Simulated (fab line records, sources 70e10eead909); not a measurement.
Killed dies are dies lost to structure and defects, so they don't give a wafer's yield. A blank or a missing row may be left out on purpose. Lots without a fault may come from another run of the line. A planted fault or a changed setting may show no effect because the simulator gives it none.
Chamber matching | flow nand_harc | NHARC_A_STAIRCASE_DEP_325 on pecvd-03: 3 sister chambers
The step deposits SiO2, target thk 7200 nm. 6 wafers are shown with their chamber, then 9 later ones without.

WAFERS WITH THEIR CHAMBER
wafer  | chamber | heater_power_w (W)
L085.3 | 1       | 897
L085.6 | 0       | 547
L093.1 | 1       | 927
L094.1 | 0       | 655
L094.2 | 2       | 706
L094.4 | 2       | 590

WAFERS WITHOUT THEIR CHAMBER
wafer  | heater_power_w (W)
L095.1 | 691
L095.3 | 806
L095.6 | 731
L095.2 | 602
L095.4 | 598
L095.5 | 591
L097.2 | 628
L097.4 | 597
L097.6 | 603

WHICH CHAMBER EACH WENT THROUGH
wafer  | from the rows above          | in truth
L095.1 | can't be placed: 2 or 0      | 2
L095.3 | can't be placed: 1 or 2 or 0 | 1
L095.6 | can't be placed: 2 or 0 or 1 | 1
L095.2 | can't be placed: 0 or 2      | 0
L095.4 | can't be placed: 0 or 2      | 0
L095.5 | can't be placed: 0 or 2      | 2
L097.2 | can't be placed: 2 or 0      | 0
L097.4 | can't be placed: 0 or 2      | 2
L097.6 | can't be placed: 0 or 2      | 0
Placed correctly: 0 of 9. Can't be placed from these rows: 9 (the true chamber is among the candidates in 9). Placed wrongly: 0.
How it was worked out, from the rows above alone: a wafer's distance from a chamber is the root of the sum, over the readings, of the square of ((its reading less the chamber's mean) divided by the reading's scatter). The wafer belongs to the nearest chamber; if the next one is less than 2 further off, it can't be placed. A chamber's mean is the mean of its shown wafers. The scatter: the root of (the sum of the squares of (reading less its chamber's mean) over the shown wafers, divided by (wafers less chambers)).
